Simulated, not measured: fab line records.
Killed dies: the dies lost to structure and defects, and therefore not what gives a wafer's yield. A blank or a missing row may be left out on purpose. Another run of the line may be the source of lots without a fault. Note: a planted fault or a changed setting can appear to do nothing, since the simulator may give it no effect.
fab line records	flow n5_finfet
record: lots: 24	wafers: 72	last_day: 17
route steps=1938 shown STI_FIN_REVEAL@188
lots with no fault: from the same line, run without faults
start_h: hours from the record's opening day to when the first of the lot's shown wafers began	wait_h: time in hours since the lot's previous step	" the same as in the row above	L1.1+2: a row that stands for several wafers	- either no value or no given start	* or withheld: withheld	< > ~ a bound
route shown NAME@n: a module of which the file shows steps, and the number in the route of the first	usual: average and standard deviation across the fault-free wafers	same: alike in all rows	chamber/n: place in a boat	sites: the reading at each site	_std_site: their standard deviation	_edge_site: mean of outer sites minus mean of inner sites	radius_mm: how far each site lies from the wafer's centre	mask NAME#n: copy n	behind: the most recent tool/chamber to have shaped the wafer	hold: reason for holding the lot/hours on hold/outcome of the hold	device: the transistor (n, p or np) that didn't switch	end of line: the same wafers' tests at the end of the route	a step given without rows: its recipe and nothing more	killed: count of dies lost to structure and defects at first sort (not the wafer's yield)	map: dies across one wafer; x = killed, . = not, _ = none there
set.NAME: setting as actually run; set.NAME@STEP: the setting as run at that earlier step	model.NAME: the simulator's own value behind a step, which no gauge read
a sample of lots followed through the steps of the route, with each step as a table and each wafer as a row
services: a tool's chamber out of use, with start hour (start_h, from the record's first day; less than 0 if before it), hours out, and reason
== steps ==
step: N5_STI_FIN_REVEAL_THK_MEAS_05
usual: thk_nm: 131.8/0.95
lot.wafer	tool	chamber	start_h	wait_h	thk_nm
L074.2	film_metro-02	-	33.08	-	132.4
L074.4	"	-	"	"	130.3
L074.5	"	-	"	"	131.6
L075.3	film_metro-02	-	40.49	-	131.3
L075.5	"	-	"	"	130.3
L075.6	"	-	"	"	131.2
L076.2	film_metro-01	-	47.10	-	133.3
L076.5	"	-	"	"	131.7
L076.6	"	-	"	"	132.2
L077.2	film_metro-02	-	52.25	-	133.5
L077.4	"	-	"	"	132.6
L077.6	"	-	"	"	133.5
L078.3	film_metro-02	-	57.67	-	131.6
L078.4	"	-	"	"	131.2
L078.6	"	-	"	"	130.9
L079.2	film_metro-01	-	62.94	-	131.4
L079.3	"	-	"	"	131.1
L079.4	"	-	"	"	132.0
L080.2	film_metro-01	-	69.25	-	133.4
L080.4	"	-	"	"	131.0
L080.6	"	-	"	"	133.5
L081.1	film_metro-02	-	75.35	-	131.8
L081.4	"	-	"	"	132.0
L081.6	"	-	"	"	131.3
L082.2	film_metro-01	-	82.17	-	132.0
L082.5	"	-	"	"	132.4
L082.6	"	-	"	"	132.7
L083.3	film_metro-02	-	87.59	-	132.6
L083.4	"	-	"	"	132.4
L083.5	"	-	"	"	131.8
L084.2	film_metro-02	-	95.39	-	131.2
L084.4	"	-	"	"	131.0
L084.6	"	-	"	"	131.8
L085.1	film_metro-01	-	102.37	-	131.9
L085.2	"	-	"	"	131.7
L085.6	"	-	"	"	132.7
L086.2	film_metro-02	-	109.87	-	130.9
L086.3	"	-	"	"	130.4
L086.6	"	-	"	"	131.5
L087.1	film_metro-02	-	111.58	-	131.6
L087.5	"	-	"	"	131.5
L087.6	"	-	"	"	132.1
L088.1	film_metro-01	-	120.52	-	131.8
L088.2	"	-	"	"	131.1
L088.3	"	-	"	"	132.2
L089.2	film_metro-02	-	125.64	-	130.9
L089.4	"	-	"	"	131.0
L089.5	"	-	"	"	132.4
L090.2	film_metro-01	-	129.58	-	132.2
L090.3	"	-	"	"	131.7
L090.6	"	-	"	"	131.2
L091.2	film_metro-02	-	135.98	-	133.7
L091.3	"	-	"	"	131.7
L091.6	"	-	"	"	133.8
L092.2	film_metro-02	-	141.89	-	128.5
L092.3	"	-	"	"	128.5
L092.4	"	-	"	"	131.7
L093.1	film_metro-01	-	149.64	-	131.4
L093.2	"	-	"	"	132.2
L093.5	"	-	"	"	131.9
L094.1	film_metro-01	-	153.00	-	130.3
L094.5	"	-	"	"	130.8
L094.6	"	-	"	"	133.2
L095.1	film_metro-02	-	159.88	-	132.2
L095.3	"	-	"	"	132.1
L095.4	"	-	"	"	132.4
L096.1	film_metro-02	-	165.61	-	131.8
L096.3	"	-	"	"	131.4
L096.4	"	-	"	"	132.0
L097.2	film_metro-02	-	172.06	-	131.0
L097.4	"	-	"	"	131.1
L097.5	"	-	"	"	130.3
step: N5_STI_FIN_REVEAL_STRIP_24
recipe: chemistry: N2/H2	time_s: 90	power_w: 100	temp_c: 40	pressure_mtorr: 100	rf_frequency_hz: 6e+07	bias_power_w: 3	n2_flow_sccm: 300	h2_flow_sccm: 300
usual: drypump_motor_current_A: 5.7/0.35	oes_product_au: 0.75/0.064	rf_vpp_V: 45.4/0.83	showerhead_plenum_p_Torr: 3.39/0.099	throttle_valve_pct: 12.31/0.29
lot.wafer	tool	chamber	start_h	wait_h	drypump_motor_current_A	oes_product_au	rf_hours_counter_h	rf_vpp_V	showerhead_plenum_p_Torr	throttle_valve_pct
L074.2	rie_diel-01	3	33.36	0.0	5.6	0.74	160	46.3	3.37	12.45
L074.4	"	0	"	"	5.9	0.68	225	45.6	3.36	12.54
L074.5	"	3	"	"	5.6	0.74	-	44.7	3.37	12.45
L075.3	rie_diel-05	1	40.78	0.0	5.6	0.78	135	44.2	3.48	12.06
L075.5	"	3	"	"	6.5	0.70	-	45.3	3.20	12.30
L075.6	"	1	"	"	5.6	0.78	-	45.7	3.48	12.05
L076.2	rie_diel-01	0	47.46	0.0	5.9	0.68	230	45.2	3.35	12.55
L076.5	"	2	"	"	5.8	0.73	-	45.9	3.35	12.62
L076.6	"	3	"	"	5.6	0.74	-	46.4	3.37	12.47
L077.2	rie_diel-01	3	52.52	0.0	5.6	0.74	166	44.3	3.37	12.46
L077.4	"	2	"	"	5.8	0.73	198	45.6	3.35	12.63
L077.6	"	1	"	"	5.8	0.75	-	46.2	3.37	11.85
L078.3	rie_diel-03	1	58.10	0.0	5.7	0.92	21	44.8	3.45	11.94
L078.4	"	0	"	"	5.9	0.77	137	47.0	3.52	11.99
L078.6	"	3	"	"	5.7	0.85	-	44.8	3.30	11.82
L079.2	rie_diel-05	1	63.27	0.0	5.6	0.77	145	45.6	3.48	12.07
L079.3	"	3	"	"	6.5	0.69	210	46.9	3.19	12.34
L079.4	"	0	"	"	5.4	0.79	143	46.1	3.52	12.48
L080.2	rie_diel-05	2	69.73	0.0	5.2	0.73	177	46.6	3.52	12.64
L080.4	"	1	"	"	5.7	0.76	147	46.2	3.48	12.07
L080.6	"	1	"	"	5.6	0.77	-	47.2	3.48	12.07
L081.1	rie_diel-03	2	75.76	0.0	5.0	0.77	146	46.1	3.40	12.09
L081.4	"	0	"	"	5.9	0.78	143	43.8	3.52	12.01
L081.6	"	0	"	"	5.9	0.77	-	44.7	3.52	12.02
L082.2	rie_diel-05	1	82.51	0.0	5.7	0.77	152	46.9	3.47	12.10
L082.5	"	1	"	"	5.7	0.77	-	46.0	3.47	12.09
L082.6	"	2	"	"	5.2	0.73	-	46.9	3.52	12.62
L083.3	rie_diel-05	2	87.92	0.0	5.2	0.73	183	45.1	3.52	12.65
L083.4	"	0	"	"	5.4	0.78	152	46.4	3.51	12.53
L083.5	"	3	"	"	6.5	0.69	-	45.3	3.19	12.34
L084.2	rie_diel-05	1	95.78	0.0	5.7	0.76	157	45.3	3.47	12.10
L084.4	"	2	"	"	5.2	0.74	187	46.4	3.52	12.63
L084.6	"	0	"	"	5.4	0.78	-	45.6	3.51	12.54
L085.1	rie_diel-05	1	102.78	0.0	5.6	0.75	161	44.3	3.47	12.12
L085.2	"	0	"	"	5.4	0.77	158	44.9	3.51	12.54
L085.6	"	0	"	"	5.4	0.77	-	44.8	3.51	12.53
L086.2	rie_diel-03	1	110.23	0.0	5.7	0.89	33	44.6	3.44	11.96
L086.3	"	0	"	"	5.9	0.76	151	45.3	3.51	12.02
L086.6	"	1	"	"	5.7	0.90	-	45.2	3.44	11.97
L087.1	rie_diel-03	3	111.87	0.0	5.7	0.83	89	45.4	3.29	11.84
L087.5	"	3	"	"	5.7	0.83	-	45.1	3.29	11.85
L087.6	"	2	"	"	5.0	0.77	-	45.2	3.40	12.10
L088.1	rie_diel-01	3	120.79	0.0	5.6	0.71	194	45.5	3.35	12.53
L088.2	"	0	"	"	5.9	0.66	250	44.6	3.34	12.60
L088.3	"	1	"	"	5.8	0.73	181	44.9	3.35	11.92
L089.2	rie_diel-05	3	126.15	0.0	6.5	0.68	235	46.2	3.18	12.39
L089.4	"	2	"	"	5.2	0.72	200	45.1	3.51	12.69
L089.5	"	1	"	"	5.6	0.76	-	45.5	3.46	12.13
L090.2	rie_diel-01	2	129.91	0.0	5.7	0.71	231	46.6	3.33	12.71
L090.3	"	3	"	"	5.6	0.70	199	45.5	3.35	12.56
L090.6	"	1	"	"	5.8	0.72	-	44.4	3.35	11.94
L091.2	rie_diel-05	1	136.26	0.0	5.6	0.75	174	46.0	3.46	12.12
L091.3	"	2	"	"	5.2	0.72	203	44.5	3.51	12.67
L091.6	"	1	"	"	5.6	0.74	-	45.8	3.46	12.14
L092.2	rie_diel-01	1	142.28	0.0	5.7	0.70	191	46.2	3.35	11.96
L092.3	"	2	"	"	5.7	0.69	236	46.3	3.33	12.71
L092.4	"	3	"	"	5.6	0.71	203	47.1	3.35	12.57
L093.1	rie_diel-03	0	150.02	0.0	5.9	0.76	164	45.7	3.50	12.07
L093.2	"	1	"	"	5.7	0.87	48	46.4	3.43	12.02
L093.5	"	1	"	"	5.7	0.86	-	45.7	3.43	12.02
L094.1	rie_diel-05	1	153.28	0.0	5.7	0.74	181	46.5	3.46	12.18
L094.5	"	3	"	"	6.5	0.66	-	45.8	3.18	12.42
L094.6	"	1	"	"	5.6	0.74	-	45.6	3.46	12.16
L095.1	rie_diel-01	0	160.16	0.0	5.9	0.94	7	44.5	3.34	11.99
L095.3	"	1	"	"	5.8	0.71	196	43.4	3.35	11.98
L095.4	"	2	"	"	5.7	0.69	242	45.1	3.33	12.75
L096.1	rie_diel-01	0	166.17	0.0	5.9	0.94	10	44.0	3.34	11.99
L096.3	"	2	"	"	5.7	0.69	245	46.2	3.33	12.75
L096.4	"	1	"	"	5.7	0.71	199	46.1	3.34	11.97
L097.2	rie_diel-01	2	172.55	0.0	5.8	0.69	249	45.8	3.32	12.75
L097.4	"	3	"	"	5.6	0.69	216	44.6	3.34	12.59
L097.5	"	2	"	"	5.7	0.70	-	44.3	3.32	12.76
step: N5_STI_FIN_REVEAL_ETCH_34
recipe: chemistry: H2	mode: isotropic	material: Si	target: Si	target_depth_a: 9.7	temp_c: 20	pressure_mtorr: 4.5	icp_w: 300	bias_w: 0	h2_flow_sccm: 7.5	he_flow_sccm: 142.5
usual: drypump_motor_current_A: 5.6/0.44	he_flow_sccm: 142.5/0.44	oes_product_au: 0.990/0.026	throttle_valve_pct: 25.9/0.66
lot.wafer	tool	chamber	start_h	wait_h	drypump_motor_current_A	he_flow_sccm	oes_product_au	rf_hours_counter_h	throttle_valve_pct
L074.2	rie_si-04	2	35.68	0.2	6.1	143.4	0.964	91	26.9
L074.4	"	1	"	"	5.1	142.4	1.020	9	27.0
L074.5	"	2	"	"	6.1	143.0	0.969	-	26.9
L075.3	rie_si-03	0	43.09	0.1	5.6	142.3	1.020	29	25.9
L075.5	"	0	"	"	5.7	142.4	1.012	-	25.8
L075.6	"	1	"	"	5.3	141.8	0.983	-	25.7
L076.2	rie_si-05	2	49.76	0.1	5.4	142.9	0.961	7	25.3
L076.5	"	3	"	"	6.7	142.7	0.997	-	25.8
L076.6	"	2	"	"	5.3	142.9	0.967	-	25.3
L077.2	rie_si-03	3	55.07	0.1	5.3	142.2	1.012	21	25.9
L077.4	"	0	"	"	5.7	142.2	1.024	30	25.9
L077.6	"	3	"	"	5.3	142.1	1.009	-	25.9
L078.3	rie_si-05	1	60.84	0.1	6.0	143.2	1.019	83	25.5
L078.4	"	2	"	"	5.4	142.3	0.960	7	25.3
L078.6	"	3	"	"	6.8	143.3	0.997	-	25.7
L079.2	rie_si-04	2	65.57	0.1	6.1	142.9	0.967	91	26.9
L079.3	"	3	"	"	5.7	142.6	0.954	46	25.0
L079.4	"	0	"	"	5.2	142.3	0.979	14	25.8
L080.2	rie_si-04	3	72.04	0.1	5.7	142.1	0.946	46	24.9
L080.4	"	0	"	"	5.3	142.8	0.968	14	25.8
L080.6	"	0	"	"	5.2	142.1	0.966	-	25.7
L081.1	rie_si-04	0	78.06	0.2	5.2	142.8	0.964	14	25.7
L081.4	"	1	"	"	5.1	142.8	1.025	10	27.0
L081.6	"	2	"	"	6.1	142.3	0.978	-	26.9
L082.2	rie_si-03	1	85.05	0.1	5.2	142.9	0.978	67	25.7
L082.5	"	3	"	"	5.2	142.0	1.005	-	25.9
L082.6	"	2	"	"	5.2	142.5	1.024	-	25.5
L083.3	rie_si-03	0	90.47	0.2	5.7	142.6	1.026	30	25.9
L083.4	"	1	"	"	5.2	141.7	0.975	67	25.7
L083.5	"	2	"	"	5.2	141.5	1.029	-	25.6
L084.2	rie_si-04	1	98.11	0.1	5.1	142.1	1.021	10	27.0
L084.4	"	2	"	"	6.1	142.8	0.970	92	26.9
L084.6	"	0	"	"	5.2	142.3	0.970	-	25.7
L085.1	rie_si-03	3	105.08	0.2	5.3	142.7	1.012	22	26.0
L085.2	"	1	"	"	5.2	141.9	0.978	67	25.7
L085.6	"	1	"	"	5.2	142.3	0.979	-	25.7
L086.2	rie_si-05	0	112.58	0.1	5.8	143.0	1.016	25	25.6
L086.3	"	3	"	"	6.7	142.6	1.009	21	25.7
L086.6	"	1	"	"	6.0	142.8	1.034	-	25.5
L087.1	rie_si-05	1	114.32	0.2	6.0	142.8	1.027	83	25.5
L087.5	"	0	"	"	5.8	142.6	1.019	-	25.6
L087.6	"	1	"	"	6.0	142.3	1.030	-	25.5
L088.1	rie_si-04	1	123.11	0.2	5.1	143.1	1.015	11	27.0
L088.2	"	3	"	"	5.7	143.3	0.955	47	25.0
L088.3	"	2	"	"	6.1	143.0	0.975	92	26.9
L089.2	rie_si-04	0	128.71	0.2	5.2	142.5	0.973	15	25.8
L089.4	"	1	"	"	5.1	142.9	1.025	11	27.0
L089.5	"	0	"	"	5.2	142.3	0.967	-	25.8
L090.2	rie_si-04	3	132.21	0.1	5.7	142.3	0.941	47	25.0
L090.3	"	1	"	"	5.1	142.5	1.026	11	27.0
L090.6	"	3	"	"	5.7	143.1	0.952	-	24.9
L091.2	rie_si-05	1	138.57	0.1	6.0	142.2	1.026	84	25.5
L091.3	"	2	"	"	5.4	142.5	0.969	9	25.3
L091.6	"	1	"	"	6.0	141.7	1.010	-	25.5
L092.2	rie_si-04	2	144.68	0.2	6.1	142.4	0.968	93	26.9
L092.3	"	0	"	"	5.2	142.1	0.973	15	25.7
L092.4	"	3	"	"	5.7	142.6	0.954	48	24.9
L093.1	rie_si-05	3	152.32	0.2	6.7	142.5	0.994	22	25.7
L093.2	"	0	"	"	5.8	143.0	1.005	26	25.6
L093.5	"	0	"	"	5.8	142.8	0.999	-	25.6
L094.1	rie_si-04	0	155.61	0.2	5.2	142.3	0.980	16	25.7
L094.5	"	2	"	"	6.1	142.7	0.972	-	26.9
L094.6	"	3	"	"	5.7	142.7	0.962	-	25.0
L095.1	rie_si-03	1	162.47	0.2	5.2	142.3	0.998	68	25.7
L095.3	"	3	"	"	5.3	143.0	1.019	23	25.9
L095.4	"	3	"	"	5.3	143.1	1.018	-	25.9
L096.1	rie_si-04	1	168.72	0.2	5.1	142.1	1.011	12	27.0
L096.3	"	0	"	"	5.2	142.9	0.974	16	25.7
L096.4	"	3	"	"	5.7	142.5	0.958	48	24.9
L097.2	rie_si-04	3	174.86	0.1	5.7	142.7	0.959	48	24.9
L097.4	"	2	"	"	6.1	142.2	0.976	93	26.9
L097.5	"	3	"	"	5.7	142.1	0.969	-	24.9
step: N5_STI_FIN_REVEAL_OXIDATION_31
recipe: chemistry: O2_PLASMA_REMOTE	temp_c: 150	time_s: 20	pressure_mtorr: 1000	source_power_w: 2000	o2_flow_sccm: 3000
usual: drypump_motor_current_A: 6.2/0.38	heater_power_w: 144/13
lot.wafer	tool	chamber	start_h	wait_h	drypump_motor_current_A	heater_power_w	rf_hours_counter_h
L074.2	plasma_asher-01	0	35.74	0.0	6.3	146	77
L074.4	"	1	"	"	6.3	126	-
L074.5	"	1	"	"	6.3	129	-
L075.3	plasma_asher-02	0	43.17	0.1	6.6	154	-
L075.5	"	1	"	"	5.5	158	-
L075.6	"	0	"	"	6.6	150	-
L076.2	plasma_asher-01	1	49.82	0.0	6.4	125	80
L076.5	"	1	"	"	6.4	125	-
L076.6	"	0	"	"	6.3	146	-
L077.2	plasma_asher-02	0	55.13	0.0	6.6	153	38
L077.4	"	1	"	"	5.5	159	-
L077.6	"	1	"	"	5.5	162	-
L078.3	plasma_asher-02	1	60.92	0.1	5.5	161	-
L078.4	"	0	"	"	6.5	151	-
L078.6	"	0	"	"	6.5	152	-
L079.2	plasma_asher-01	0	65.64	0.0	6.3	147	83
L079.3	"	0	"	"	6.3	143	-
L079.4	"	1	"	"	6.4	127	-
L080.2	plasma_asher-02	0	72.10	0.0	6.6	150	42
L080.4	"	1	"	"	5.5	156	-
L080.6	"	1	"	"	5.5	162	-
L081.1	plasma_asher-01	0	78.12	0.0	6.3	145	86
L081.4	"	1	"	"	6.3	126	-
L081.6	"	0	"	"	6.3	147	-
L082.2	plasma_asher-01	0	85.11	0.0	6.3	144	87
L082.5	"	0	"	"	6.3	145	-
L082.6	"	1	"	"	6.4	127	-
L083.3	plasma_asher-01	1	90.55	0.1	6.4	125	-
L083.4	"	0	"	"	6.3	147	-
L083.5	"	1	"	"	6.4	129	-
L084.2	plasma_asher-01	0	98.17	0.0	6.3	149	89
L084.4	"	1	"	"	6.4	125	-
L084.6	"	0	"	"	6.3	145	-
L085.1	plasma_asher-02	0	105.14	0.0	6.6	151	49
L085.2	"	1	"	"	5.5	163	49
L085.6	"	1	"	"	5.5	158	-
L086.2	plasma_asher-02	1	112.65	0.0	5.5	161	50
L086.3	"	0	"	"	6.5	150	-
L086.6	"	0	"	"	6.5	156	-
L087.1	plasma_asher-01	0	114.38	0.0	6.3	148	92
L087.5	"	0	"	"	6.3	150	-
L087.6	"	1	"	"	6.3	127	-
L088.1	plasma_asher-02	1	123.17	0.0	5.5	157	52
L088.2	"	0	"	"	6.5	148	52
L088.3	"	0	"	"	6.5	150	-
L089.2	plasma_asher-02	1	128.77	0.0	5.5	162	54
L089.4	"	1	"	"	5.5	160	-
L089.5	"	1	"	"	5.5	157	-
L090.2	plasma_asher-01	0	132.27	0.0	6.3	146	96
L090.3	"	0	"	"	6.3	148	-
L090.6	"	0	"	"	6.3	148	-
L091.2	plasma_asher-01	0	138.63	0.0	6.3	144	97
L091.3	"	1	"	"	6.4	127	-
L091.6	"	0	"	"	6.3	147	-
L092.2	plasma_asher-01	0	144.74	0.0	6.3	145	98
L092.3	"	1	"	"	6.4	121	-
L092.4	"	0	"	"	6.3	148	-
L093.1	plasma_asher-01	1	152.38	0.0	6.3	128	100
L093.2	"	0	"	"	6.3	143	100
L093.5	"	0	"	"	6.3	145	-
L094.1	plasma_asher-01	1	155.67	0.0	6.4	126	100
L094.5	"	1	"	"	6.3	125	-
L094.6	"	0	"	"	6.3	142	-
L095.1	plasma_asher-01	0	162.53	0.0	6.3	148	102
L095.3	"	1	"	"	6.3	124	-
L095.4	"	0	"	"	6.3	146	-
L096.1	plasma_asher-02	0	168.78	0.0	6.6	152	63
L096.3	"	0	"	"	6.6	156	-
L096.4	"	1	"	"	5.5	160	-
L097.2	plasma_asher-02	1	174.92	0.0	5.5	163	64
L097.4	"	0	"	"	6.6	153	-
L097.5	"	0	"	"	6.5	150	-
step: N5_STI_FIN_REVEAL_OXIDATION_33
recipe: chemistry: O2_PLASMA_REMOTE	temp_c: 150	time_s: 20	pressure_mtorr: 1000	source_power_w: 2000	o2_flow_sccm: 3000
usual: drypump_motor_current_A: 6.1/0.44	heater_power_w: 148/13
lot.wafer	tool	chamber	start_h	wait_h	drypump_motor_current_A	heater_power_w	rf_hours_counter_h
L074.2	plasma_asher-01	1	36.09	0.0	6.4	127	77
L074.4	"	1	"	"	6.4	123	-
L074.5	"	0	"	"	6.3	145	-
L075.3	plasma_asher-01	0	43.52	0.0	6.3	147	-
L075.5	"	0	"	"	6.3	148	-
L075.6	"	1	"	"	6.3	127	-
L076.2	plasma_asher-02	0	50.18	0.0	6.6	152	37
L076.5	"	1	"	"	5.4	165	-
L076.6	"	0	"	"	6.6	157	-
L077.2	plasma_asher-02	0	55.49	0.0	6.5	150	38
L077.4	"	0	"	"	6.5	152	-
L077.6	"	1	"	"	5.5	159	-
L078.3	plasma_asher-02	1	61.27	0.0	5.5	162	-
L078.4	"	0	"	"	6.6	152	-
L078.6	"	1	"	"	5.5	158	-
L079.2	plasma_asher-02	0	65.99	0.0	6.6	152	40
L079.3	"	1	"	"	5.5	157	-
L079.4	"	0	"	"	6.6	154	-
L080.2	plasma_asher-02	0	72.48	0.0	6.6	155	42
L080.4	"	1	"	"	5.5	165	-
L080.6	"	0	"	"	6.5	151	-
L081.1	plasma_asher-01	1	78.48	0.0	6.4	125	86
L081.4	"	1	"	"	6.4	124	-
L081.6	"	0	"	"	6.3	148	-
L082.2	plasma_asher-01	1	85.65	0.0	6.4	126	87
L082.5	"	1	"	"	6.4	125	-
L082.6	"	0	"	"	6.3	146	-
L083.3	plasma_asher-01	0	90.90	0.0	6.3	150	-
L083.4	"	1	"	"	6.3	125	-
L083.5	"	1	"	"	6.3	124	-
L084.2	plasma_asher-02	0	98.52	0.0	6.6	148	47
L084.4	"	0	"	"	6.6	154	-
L084.6	"	1	"	"	5.5	159	-
L085.1	plasma_asher-01	0	105.49	0.0	6.3	143	90
L085.2	"	1	"	"	6.4	124	90
L085.6	"	0	"	"	6.3	145	-
L086.2	plasma_asher-01	0	113.00	0.0	6.3	144	91
L086.3	"	1	"	"	6.3	125	-
L086.6	"	0	"	"	6.3	144	-
L087.1	plasma_asher-01	1	114.77	0.1	6.4	126	92
L087.5	"	1	"	"	6.4	123	-
L087.6	"	0	"	"	6.3	149	-
L088.1	plasma_asher-02	1	123.55	0.0	5.5	162	52
L088.2	"	0	"	"	6.6	151	52
L088.3	"	1	"	"	5.5	161	-
L089.2	plasma_asher-02	0	129.12	0.0	6.6	152	54
L089.4	"	0	"	"	6.6	154	-
L089.5	"	0	"	"	6.5	153	-
L090.2	plasma_asher-01	0	132.63	0.0	6.3	147	96
L090.3	"	0	"	"	6.3	147	-
L090.6	"	1	"	"	6.3	126	-
L091.2	plasma_asher-02	0	138.98	0.0	6.6	152	55
L091.3	"	0	"	"	6.6	155	-
L091.6	"	0	"	"	6.6	149	-
L092.2	plasma_asher-01	0	145.10	0.0	6.3	147	98
L092.3	"	1	"	"	6.4	128	-
L092.4	"	0	"	"	6.3	147	-
L093.1	plasma_asher-02	0	152.80	0.0	6.6	153	58
L093.2	"	1	"	"	5.5	156	58
L093.5	"	0	"	"	6.5	152	-
L094.1	plasma_asher-02	1	156.02	0.0	5.5	157	59
L094.5	"	0	"	"	6.5	153	-
L094.6	"	1	"	"	5.5	166	-
L095.1	plasma_asher-02	0	162.88	0.0	6.6	154	60
L095.3	"	1	"	"	5.5	161	-
L095.4	"	0	"	"	6.5	152	-
L096.1	plasma_asher-02	0	169.46	0.4	6.6	150	63
L096.3	"	0	"	"	6.6	152	-
L096.4	"	1	"	"	5.5	163	-
L097.2	plasma_asher-02	0	175.27	0.0	6.5	154	64
L097.4	"	0	"	"	6.6	155	-
L097.5	"	1	"	"	5.5	158	-
step: N5_STI_FIN_REVEAL_CD_MEAS_22
recipe: target_cd_nm: 6.238	pitch_nm: 28	polarity: line
usual: cd_nm: 6.24/0.24
lot.wafer	tool	chamber	start_h	wait_h	cd_nm
L074.2	cd_sem-03	-	36.26	0.0	6.10
L074.4	"	-	"	"	6.09
L074.5	"	-	"	"	6.17
L075.3	cd_sem-03	-	43.67	0.0	5.93
L075.5	"	-	"	"	6.28
L075.6	"	-	"	"	5.86
L076.2	cd_sem-03	-	50.34	0.0	6.38
L076.5	"	-	"	"	6.16
L076.6	"	-	"	"	6.24
L077.2	cd_sem-03	-	55.65	0.0	6.45
L077.4	"	-	"	"	6.25
L077.6	"	-	"	"	6.24
L078.3	cd_sem-02	-	61.47	0.0	5.89
L078.4	"	-	"	"	6.26
L078.6	"	-	"	"	6.46
L079.2	cd_sem-02	-	66.15	0.0	6.04
L079.3	"	-	"	"	6.12
L079.4	"	-	"	"	6.27
L080.2	cd_sem-01	-	72.65	0.0	6.24
L080.4	"	-	"	"	6.34
L080.6	"	-	"	"	6.26
L081.1	cd_sem-01	-	78.70	0.0	6.34
L081.4	"	-	"	"	6.70
L081.6	"	-	"	"	6.09
L082.2	cd_sem-01	-	85.81	0.0	6.01
L082.5	"	-	"	"	6.42
L082.6	"	-	"	"	5.59
L083.3	cd_sem-01	-	91.05	0.0	6.34
L083.4	"	-	"	"	6.34
L083.5	"	-	"	"	6.35
L084.2	cd_sem-01	-	98.69	0.0	6.36
L084.4	"	-	"	"	6.83
L084.6	"	-	"	"	6.24
L085.1	cd_sem-01	-	105.66	0.0	6.21
L085.2	"	-	"	"	6.32
L085.6	"	-	"	"	6.00
L086.2	cd_sem-03	-	113.16	0.0	6.16
L086.3	"	-	"	"	5.93
L086.6	"	-	"	"	5.97
L087.1	cd_sem-02	-	114.93	0.0	6.60
L087.5	"	-	"	"	6.30
L087.6	"	-	"	"	6.41
L088.1	cd_sem-01	-	123.72	0.0	6.41
L088.2	"	-	"	"	6.03
L088.3	"	-	"	"	6.28
L089.2	cd_sem-01	-	129.34	0.0	6.21
L089.4	"	-	"	"	6.71
L089.5	"	-	"	"	5.89
L090.2	cd_sem-02	-	132.79	0.0	6.09
L090.3	"	-	"	"	6.12
L090.6	"	-	"	"	5.99
L091.2	cd_sem-02	-	139.14	0.0	6.34
L091.3	"	-	"	"	6.03
L091.6	"	-	"	"	6.45
L092.2	cd_sem-02	-	145.27	0.0	6.05
L092.3	"	-	"	"	6.33
L092.4	"	-	"	"	6.23
L093.1	cd_sem-03	-	152.96	0.0	6.20
L093.2	"	-	"	"	6.72
L093.5	"	-	"	"	6.16
L094.1	cd_sem-03	-	156.18	0.0	6.48
L094.5	"	-	"	"	5.77
L094.6	"	-	"	"	6.33
L095.1	cd_sem-01	-	163.04	0.0	6.34
L095.3	"	-	"	"	6.01
L095.4	"	-	"	"	6.06
L096.1	cd_sem-03	-	169.68	0.0	6.46
L096.3	"	-	"	"	6.03
L096.4	"	-	"	"	6.11
L097.2	cd_sem-03	-	175.49	0.0	6.21
L097.4	"	-	"	"	5.95
L097.5	"	-	"	"	5.95
== services ==
tool	chamber	start_h	hours	kind
rie_diel-03	0	9.42	4.5	repair
rie_diel-05	0	36.82	12.6	repair
rie_si-05	3	39.10	9.8	repair
rie_diel-01	-	64.71	1.3	repair
rie_si-04	3	91.36	4.4	repair
rie_diel-03	-	93.58	15.6	pm
rie_diel-01	0	120.89	-	clean
rie_diel-01	0	120.89	-	consumable_replace:focus_ring
rie_diel-01	0	120.89	14.7	scheduled_down
rie_diel-01	0	120.89	14.7	vent_cycle
rie_si-03	0	122.99	1.0	repair
rie_si-05	0	124.46	6.2	repair
rie_diel-03	-	128.92	2.1	repair
rie_diel-05	2	141.89	14.4	repair
rie_si-04	-	145.62	2.8	pm
rie_diel-05	0	157.23	1.9	repair
rie_si-03	2	158.48	21.8	repair
rie_diel-03	1	159.93	2.5	repair
rie_diel-05	-	161.75	14.6	pm
plasma_asher-01	-	162.82	9.0	repair
rie_diel-03	-	170.76	0.3	repair
rie_diel-01	2	175.18	-	clean
rie_diel-01	2	175.18	-	consumable_replace:focus_ring
rie_diel-01	2	175.18	38.4	scheduled_down
== key ==
fault none
